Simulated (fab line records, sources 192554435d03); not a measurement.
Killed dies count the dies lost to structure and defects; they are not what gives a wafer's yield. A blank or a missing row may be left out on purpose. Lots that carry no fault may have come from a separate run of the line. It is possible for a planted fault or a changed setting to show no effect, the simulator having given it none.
fab line records || flow n5_finfet
record: {"lots": 4, "wafers": 12, "last_day": 18}
route steps=1938 shown HKMG_FIN@434 GATE_CUT@465 PASSIVATION@1936
lots untouched by any fault: they come from a run of this same line in which no faults occurred
start_h: the number of hours between the record's first day and the start of the first shown wafer of the lot || wait_h: time in hours since the lot's previous step || " same as the row above || L1.1+2: a row that stands for several wafers || - value missing, or start not given || * or withheld: withheld || < > ~ a bound
route shown NAME@n: NAME is a module with steps in the file, n the number in the route of the first one || usual: mean and standard deviation over wafers with no fault || same: alike in all rows || chamber/n: place in a boat || sites: each site's reading || _std_site: the standard deviation of these || _edge_site: inner sites' mean taken away from outer sites' mean || radius_mm: how far each site lies from the wafer's centre || mask NAME#n: copy n || behind: the tool/chamber that last shaped the wafer || hold: the reason the lot was held/the length of the hold in hours/how it ended || device: the n, p or np transistor that did not switch || end of line: tests of these same wafers at the route's end || where a step has no rows: the recipe by itself || killed: count of dies lost to structure and defects at first sort (not the wafer's yield) || map: a wafer's dies, x killed, . not, _ none there
set.NAME: the setting as run; set.NAME@STEP: as run at that earlier step || model.NAME: the simulator's own value behind a step, which no gauge read
lots at selected steps of the route; one table per step, one row per wafer
services: the hour from which a tool's chamber was out of use, counted from the record's first day as start_h (under 0 if before that day), plus the number of hours and why
== steps ==
step: N5_HKMG_FIN_ETCH_31
recipe: {"chemistry": "CF4", "target": "SiARC", "target_depth_a": 455, "mask_material": "CAR-ArF", "time_s": 75.8, "ion_energy_ev": 80, "pressure_mtorr": 40, "source_w": 545, "bias_w": 36, "Ar_flow_sccm": 100, "cf4_flow_sccm": 100, "ends": "cleared"}
step: N5_HKMG_FIN_ETCH_32
recipe: {"chemistry": "N2/H2", "target": "SOC", "target_depth_a": 2400, "temp_c": 40, "time_s": 300, "ion_energy_ev": 200, "mask_material": "SiARC", "pressure_mtorr": 30, "source_w": 840, "bias_w": 150, "n2_flow_sccm": 200, "h2_flow_sccm": 200}
step: N5_HKMG_FIN_STRIP_33
recipe: {"chemistry": "N2/H2", "temp_c": 40, "n2_flow_sccm": 200, "h2_flow_sccm": 200, "rf_frequency_hz": 6e+07}
step: N5_HKMG_FIN_STRIP_34
recipe: {"chemistry": "CF4", "resist": "SiARC", "power_w": 300, "bias_power_w": 75, "pressure_mtorr": 50, "cf4_flow_sccm": 150, "rf_frequency_hz": 6e+07}
step: N5_HKMG_FIN_ETCH_35
recipe: {"chemistry": "N2/H2", "target": "SOC", "target_depth_a": 2158, "ion_energy_ev": 65, "bias_w": 5, "source_w": 3000, "time_s": 243.4, "pressure_mtorr": 30, "n2_flow_sccm": 200, "h2_flow_sccm": 200}
step: N5_HKMG_FIN_STRIP_92
recipe: {"chemistry": "N2/H2", "material": "SOC", "time_s": 20, "power_w": 500, "temp_c": 40, "pressure_mtorr": 50, "rf_frequency_hz": 6e+07, "bias_power_w": 8, "h2_frac": 0.5, "n2_flow_sccm": 300, "h2_flow_sccm": 300}
step: N5_HKMG_FIN_WET_ETCH_18
recipe: {"chemistry": "SC1", "target": "TiN", "mix": "1:1:5", "temp_c": "*", "time_s": 55, "target_depth_nm": 5.2, "dry": "ipa_marangoni", "rinse_time_s": 30, "rinse_temp_c": 23}
step: N5_HKMG_FIN_STRIP_19
recipe: {"chemistry": "N2/H2", "power_w": 2500, "temp_c": 300, "h2_frac": 0.65, "time_s": 360, "pressure_mtorr": "withheld", "n2_flow_sccm": 1750, "h2_flow_sccm": 3250}
step: N5_HKMG_FIN_ALD_91
recipe: {"material": "TiN", "target_thk_a": 10, "temp_c": 400, "ald_precursor_family": "TiCl4", "ald_co_reactant": "NH3", "pulse_time_s": 1, "purge_time_s": 3, "co_reactant_purge_time_s": 2, "co_reactant_pulse_time_s": 2, "ald_cycles": 47, "pressure_torr": 3}
step: N5_HKMG_FIN_COAT_85
recipe: {"resist": "SOC", "temp_c": 250, "time_s": 60, "spin_rpm": 1500, "resist_thk_nm": 300}
step: N5_HKMG_FIN_ETCH_86
recipe: {"chemistry": "N2/H2", "target": "SOC", "target_depth_a": 3932, "stop_on": "TiN", "ion_energy_ev": 100, "bias_w": 61, "pressure_mtorr": 30, "source_w": 850, "n2_flow_sccm": 200, "h2_flow_sccm": 200}
step: N5_HKMG_FIN_STRIP_89
recipe: {"chemistry": "N2/H2", "material": "SOC", "time_s": 20, "power_w": 500, "temp_c": 40, "pressure_mtorr": 50, "rf_frequency_hz": 6e+07, "bias_power_w": 8, "h2_frac": 0.5, "n2_flow_sccm": 300, "h2_flow_sccm": 300}
step: N5_HKMG_FIN_WET_ETCH_87
recipe: {"chemistry": "SC1", "target": "TiN", "mix": "1:2:40", "temp_c": 50, "time_s": 154.2, "target_depth_nm": 4.7, "dry": "ipa_marangoni", "rinse_time_s": 30, "rinse_temp_c": 23}
usual: {"h2o2_flow_mL_min": "69.74/0.22"}
{"lot.wafer": "L235.2", "tool": "wet_bench-02", "chamber": 2, "start_h": 118.43, "wait_h": 0.1, "h2o2_flow_mL_min": 69.84}
{"lot.wafer": "L235.5", "tool": "wet_bench-02", "chamber": 5, "start_h": 118.43, "wait_h": 0.1, "h2o2_flow_mL_min": 70.11}
{"lot.wafer": "L235.6", "tool": "wet_bench-02", "chamber": 1, "start_h": 118.43, "wait_h": 0.1, "h2o2_flow_mL_min": 69.67}
{"lot.wafer": "L240.1", "tool": "wet_bench-02", "chamber": 2, "start_h": 145.52, "wait_h": 0.1, "h2o2_flow_mL_min": 69.31}
{"lot.wafer": "L240.4", "tool": "wet_bench-02", "chamber": 1, "start_h": 145.52, "wait_h": 0.1, "h2o2_flow_mL_min": 69.65}
{"lot.wafer": "L240.5", "tool": "wet_bench-02", "chamber": 3, "start_h": 145.52, "wait_h": 0.1, "h2o2_flow_mL_min": 69.71}
{"lot.wafer": "L245.2", "tool": "wet_bench-05", "chamber": 0, "start_h": 173.13, "wait_h": 0.1, "h2o2_flow_mL_min": 69.78}
{"lot.wafer": "L245.4", "tool": "wet_bench-05", "chamber": 4, "start_h": 173.13, "wait_h": 0.1, "h2o2_flow_mL_min": 69.49}
{"lot.wafer": "L245.5", "tool": "wet_bench-05", "chamber": 3, "start_h": 173.13, "wait_h": 0.1, "h2o2_flow_mL_min": 70.15}
{"lot.wafer": "L252.3", "tool": "wet_bench-02", "chamber": 0, "start_h": 217.00, "wait_h": 0.1, "h2o2_flow_mL_min": 69.26}
{"lot.wafer": "L252.4", "tool": "wet_bench-02", "chamber": 1, "start_h": 217.00, "wait_h": 0.1, "h2o2_flow_mL_min": 69.77}
{"lot.wafer": "L252.6", "tool": "wet_bench-02", "chamber": 7, "start_h": 217.00, "wait_h": 0.1, "h2o2_flow_mL_min": 69.76}
step: N5_HKMG_FIN_STRIP_88
recipe: {"chemistry": "N2/H2", "power_w": 2500, "temp_c": 300, "h2_frac": 0.65, "time_s": 360, "pressure_mtorr": "withheld", "n2_flow_sccm": 1750, "h2_flow_sccm": 3250}
step: N5_HKMG_FIN_NWFM_ALD_20
recipe: {"material": "TiAlC", "target_thk_a": 20, "temp_c": 300, "ald_precursor_family": "TiCl4", "ald_co_reactant": "TEA", "pulse_time_s": 3, "purge_time_s": 2, "co_reactant_purge_time_s": 2, "co_reactant_pulse_time_s": 10, "ald_cycles": 7, "pressure_torr": 3}
step: N5_HKMG_FIN_ALD_71
recipe: {"material": "TiN", "target_thk_a": 10, "temp_c": 400, "ald_precursor_family": "TiCl4", "ald_co_reactant": "NH3", "pulse_time_s": 1, "purge_time_s": 3, "co_reactant_purge_time_s": 2, "co_reactant_pulse_time_s": 2, "ald_cycles": 47, "pressure_torr": 3}
step: N5_HKMG_FIN_COAT_66
recipe: {"resist": "SOC", "temp_c": 250, "time_s": 60, "spin_rpm": 1500, "resist_thk_nm": 300}
step: N5_HKMG_FIN_ETCH_67
recipe: {"chemistry": "N2/H2", "target": "SOC", "target_depth_a": 3889, "stop_on": "TiN", "ion_energy_ev": 100, "bias_w": 61, "pressure_mtorr": 30, "source_w": 850, "n2_flow_sccm": 200, "h2_flow_sccm": 200}
step: N5_HKMG_FIN_STRIP_90
recipe: {"chemistry": "N2/H2", "material": "SOC", "time_s": 20, "power_w": 500, "temp_c": 40, "pressure_mtorr": 50, "rf_frequency_hz": 6e+07, "bias_power_w": 8, "h2_frac": 0.5, "n2_flow_sccm": 300, "h2_flow_sccm": 300}
step: N5_HKMG_FIN_WET_ETCH_73
recipe: {"chemistry": "SC1", "mix": "1:2:40", "temp_c": 50, "time_s": 42.3, "target_depth_nm": 1.3, "dry": "ipa_marangoni", "rinse_time_s": 30, "rinse_temp_c": 23}
step: N5_HKMG_FIN_ETCHBACK_68
recipe: {"chemistry": "Cl2/Ar", "stop_on": "HfO2", "target_depth_a": 5, "pressure_mtorr": 10, "icp_w": 600, "bias_w": 60, "Cl2_flow_sccm": 40, "Ar_flow_sccm": 60}
step: N5_HKMG_FIN_STRIP_69
recipe: {"chemistry": "N2/H2", "power_w": 2500, "temp_c": 300, "h2_frac": 0.65, "time_s": 360, "pressure_mtorr": "withheld", "n2_flow_sccm": 1750, "h2_flow_sccm": 3250}
step: N5_HKMG_FIN_ALD_21
recipe: {"material": "TiN", "target_thk_a": 15, "temp_c": 400, "ald_precursor_family": "TiCl4", "ald_co_reactant": "NH3", "pulse_time_s": 1, "purge_time_s": 3, "co_reactant_purge_time_s": 2, "co_reactant_pulse_time_s": 2, "ald_cycles": 68, "pressure_torr": 3}
step: N5_HKMG_FIN_ALD_72
recipe: {"material": "W", "target_thk_a": 20, "temp_c": 300, "pressure_torr": 7.5, "ald_precursor_family": "WF6", "ald_co_reactant": "B2H6", "pulse_time_s": 1, "purge_time_s": 2, "co_reactant_purge_time_s": 2, "co_reactant_pulse_time_s": 3, "ald_cycles": 7}
step: N5_HKMG_FIN_W_FILL_22
recipe: {"material": "W", "target_thk_a": 600, "temp_c": 400, "pressure_torr": 39.4, "time_s": 18.2}
step: N5_HKMG_FIN_PRECLEAN_83
recipe: {"chemistry": "DIW", "time_s": 57.5, "temp_c": 23}
step: N5_HKMG_FIN_SRD_84
recipe: {"dry_time_s": 32, "dry": "n2_spin", "spin_rpm": 1500}
step: N5_HKMG_FIN_CMP_23
recipe: {"stop_on": "SiNx", "t_overpolish_s": 10, "post_cmp_clean": "rinse_only", "down_force_psi": 4, "platen_rpm": 50.289, "pad_velocity_m_s": 1.0006, "target_thk_nm": 46.326}
step: N5_HKMG_FIN_CMP_94
recipe: {"stop_on": "SiNx", "post_cmp_clean": "w_dilute_nh4oh", "t_overpolish_s": 4.7, "down_force_psi": 4, "platen_rpm": 50.289, "pad_velocity_m_s": 1.0006, "target_thk_nm": 43.299}
step: N5_GATE_CUT_ETCHBACK_00
recipe: {"chemistry": "SF6/Cl2", "target": "W", "pressure_mtorr": 8, "icp_w": 900, "bias_w": 80, "SF6_flow_sccm": 40, "Cl2_flow_sccm": 60}
step: N5_GATE_CUT_ETCH_56
recipe: {"chemistry": "Cl2/Ar", "target": "TiN", "target_depth_a": 216, "pressure_mtorr": 10, "icp_w": 600, "bias_w": 60, "Cl2_flow_sccm": 40, "Ar_flow_sccm": 60}
step: N5_GATE_CUT_ETCHBACK_30
recipe: {"chemistry": "Cl2/Ar", "target": "TiN", "target_depth_a": 30, "mode": "isotropic", "pressure_mtorr": 10, "icp_w": 600, "bias_w": 60, "Cl2_flow_sccm": 40, "Ar_flow_sccm": 60}
step: N5_GATE_CUT_VAPOR_ETCH_60
recipe: {"chemistry": "BCl3/Cl2", "target": "HfO2", "mode": "isotropic"}
step: N5_GATE_CUT_ETCH_58
recipe: {"chemistry": "CH3F/O2", "target": "SiNx", "target_depth_a": 170, "time_s": 128.6, "ion_energy_ev": 50, "pressure_mtorr": 30, "source_w": 415, "bias_w": 21, "Ar_flow_sccm": 150, "CH3F_flow_sccm": 30, "O2_flow_sccm": 20}
step: N5_GATE_CUT_STRIP_59
recipe: {"chemistry": "N2/H2", "time_s": 20, "power_w": 100, "temp_c": 40, "pressure_mtorr": 100, "rf_frequency_hz": 6e+07, "bias_power_w": 3, "n2_flow_sccm": 300, "h2_flow_sccm": 300}
step: N5_GATE_CUT_PRECLEAN_31
recipe: {"temp_c": 23, "chemistry": "DIW", "time_s": 300}
step: N5_GATE_CUT_SRD_32
recipe: {"time_s": 30, "temp_c": 23, "rinse_liquid": "diw", "dry": "ipa_marangoni"}
step: N5_GATE_CUT_SAC_CAP_01
recipe: {"material": "SiNx", "target_thk_a": 240, "temp_c": 400, "ald_precursor_family": "SiH2I2", "ald_co_reactant": "N2/H2-plasma", "pulse_time_s": 1, "ald_cycles": 480, "purge_time_s": 2, "co_reactant_purge_time_s": 2, "pressure_torr": 2}
step: N5_GATE_CUT_PECVD_57
recipe: {"material": "SiNx", "target_thk_a": 210, "temp_c": 400, "precursor": "SiH4/NH3/N2", "pressure_torr": 1.5, "rf_w": 300}
step: N5_GATE_CUT_CMP_02
recipe: {"stop_on": "SiO2", "t_overpolish_s": 12.7, "post_cmp_clean": "alkaline_brush", "down_force_psi": 2.5, "platen_rpm": 51.8, "pad_velocity_m_s": 1.0307, "target_thk_nm": 0}
step: N5_PASSIVATION_PROBE_49
usual: {"defect_limited_yield": "91.5/1.4", "killed_at_M0_to_M3": "32/9.8", "killed_at_M4_up": "13/5.3", "killed_at_contacts": "13/6.4", "killed_at_front_end": "39/10", "killed_at_other": "3.1/2.5", "killed_dies": "100/17", "killed_open": "65/13", "killed_short": "33/7.7", "sort_bin_5_function": "5.0/0.93", "sort_bin_6_memory": "3.2/0.69", "sort_n_pass": "1080/17", "sort_yield_pct": "91.5/1.4"}
same: {"gross_dies": 1180, "killed_at_back_side": 0, "sort_bin_4_leakage[%]": 0, "sort_bin_8_speed[%]": 0}
{"lot.wafer": "L235.2", "tool": "prober-01", "chamber": "-", "start_h": 324.36, "wait_h": 0.1, "defect_limited_yield[%]": 80.3, "killed_at_M0_to_M3": 31, "killed_at_M4_up": 13, "killed_at_contacts": 3, "killed_at_front_end": 179, "killed_at_other": 7, "killed_dies": 233, "killed_open": 61, "killed_short": 29, "sort_bin_5_function[%]": 12.8, "sort_bin_6_memory[%]": 4.2, "sort_n_pass": 947, "sort_yield_pct[%]": 80.3}
{"lot.wafer": "L240.1", "tool": "prober-02", "chamber": "-", "start_h": 371.24, "wait_h": 0.0, "defect_limited_yield[%]": 82.0, "killed_at_M0_to_M3": 25, "killed_at_M4_up": 14, "killed_at_contacts": 12, "killed_at_front_end": 158, "killed_at_other": 3, "killed_dies": 212, "killed_open": 52, "killed_short": 19, "sort_bin_5_function[%]": 9.7, "sort_bin_6_memory[%]": 4.9, "sort_n_pass": 968, "sort_yield_pct[%]": 82.0}
killed by level:class
L235.2 HKMG_FIN:unspecified=141 STI_FIN_REVEAL:geometric_particle:open=9 FIN_SAQP:geometric_particle:short=7 BEOL_M0_SAQP:geometric_particle:short=7 FIN_SAQP:geometric_particle:open=6 BEOL_M3:geometric_particle:open=6 BEOL_M0_SAQP:geometric_particle:open=5 BEOL_M1:geometric_particle:open=5
L240.1 HKMG_FIN:unspecified=141 MOL_CONTACT_COAG:geometric_particle:open=9 BEOL_M2:geometric_particle:open=7 BEOL_M0_SAQP:geometric_particle:open=7 BEOL_M5:geometric_particle:open=7 BEOL_M0_SAQP:geometric_particle:short=6 BEOL_M6:geometric_particle:open=5 DUMMY_GATE:geometric_particle:open=3
map L235.2 (x killed, . not)
_________________............________________
______________.................._____________
___________...........x............__________
__________.x.................x......_________
________...............x......x....x.._______
_______............x.......x..x........______
______..x....x............x..........xx._____
_____...x.....x.....x...x....x..........x____
____...x......x...x........x..............___
___.......xx.xxxxx..................x......__
___.......xxxxxxxxxxx.......x.x............__
__.....xxxxxxxxxxxxx............x........x.._
__...x.xxxxxxxxxxxxx..x...........x........._
_x....xxxxxxxxxxxxxxx...xx...................
_......xxxxxxxxxxxxxx.xxx.......x...x..x.....
_......xxxxxxxxxxxxx.x....x.x.......x.....x..
_x....xxxxxxxxxxxxxxxx......xx............x..
_.......xxxxxxxxxxxxx..x........x..x.x.......
_.....xxxxxxxxxxx.x..x......x................
_.......x.xx.xxxx.xx..........x......x.......
_........x....x......................x......x
__.........x.......x..............x........._
__.................x......x...x............._
___x.........xx.x.........x..........x.....__
___............x....x.............x..x.....__
____.......................x..............___
_____.........x.......x..................____
______............x....x....x..........._____
_______..........x.x...................______
________......x...........x..........._______
__________...................x......_________
___________.......x...........x....__________
______________...x....x..x..x..._____________
_________________....x.....x.________________
map L240.1 (x killed, . not)
_________________............________________
______________.x.............x.._____________
___________.x......x...............__________
__________x......x.................._________
________...xx.................x......._______
_______.............x......x.......x...______
______........xx..........x........x...._____
_____..........x..x....x.................____
____........xxx.x........................x___
___.x.....xxxxxxx.xx.......................__
___......xxxxxxxxx.x.......................__
__......xxxxxxxxxxxxx................x......_
__.....xxxxxxxxxxxxxxx.x.....x.............._
_......xxxxxxxxxxxxxxx...........x...........
_....xxxxxxxxxxxxxxx.x........x..............
_.......xxxxxxxxxxxxx.........x.............x
_......xxxxxxxxxxxx...................x......
_.xx...xxxxxxxxxxxxxxx.x.....................
_x......xxxxxxxxxx.x.x.......................
_..x....x.xxxxxxxxxx.x........x..............
_.......x..x.xx..................x..x........
__.......................x.................._
__..x..........................xx..........._
___....................x..x..x.............__
___..........x.............................__
____...x..................................___
_____....................................____
______x......x...................x......_____
_______.......x.......x................______
________...x..........x..x............_______
__________.x.....x.x................_________
___________x.......x..x...........x__________
______________.................._____________
_________________......x.....________________
== services ==
{"tool": "wet_bench-05", "chamber": "-", "start_h": 146.02, "hours": 3.3, "kind": "repair"}
{"tool": "wet_bench-05", "chamber": "-", "start_h": 207.25, "hours": 2.5, "kind": "repair"}
== key ==
first_sign: {"step": "N5_PASSIVATION_PROBE_49", "reading": "killed_at_front_end", "direction": "up", "sigmas": 13, "usual": 39, "struck": 168}
effect: {"step": "N5_PASSIVATION_PROBE_49", "reading": "defect_limited_yield", "direction": "down", "sigmas": 7.4, "usual": 91.5, "struck": 81.1}
more_kills_born_at: {"N5_HKMG_FIN_WET_ETCH_87@wet_bench-02": 282}
met_at N5_HKMG_FIN_WET_ETCH_87
struck_wafers L235.2,L240.1
fault: {"kind": "chamber_particle_source", "tool": "wet_bench-02", "chamber": 2, "onset_h": 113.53, "steps": "N5_HKMG_FIN_WET_ETCH_87", "rate_per_visit_cm2": 1.4016, "end_h": 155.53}
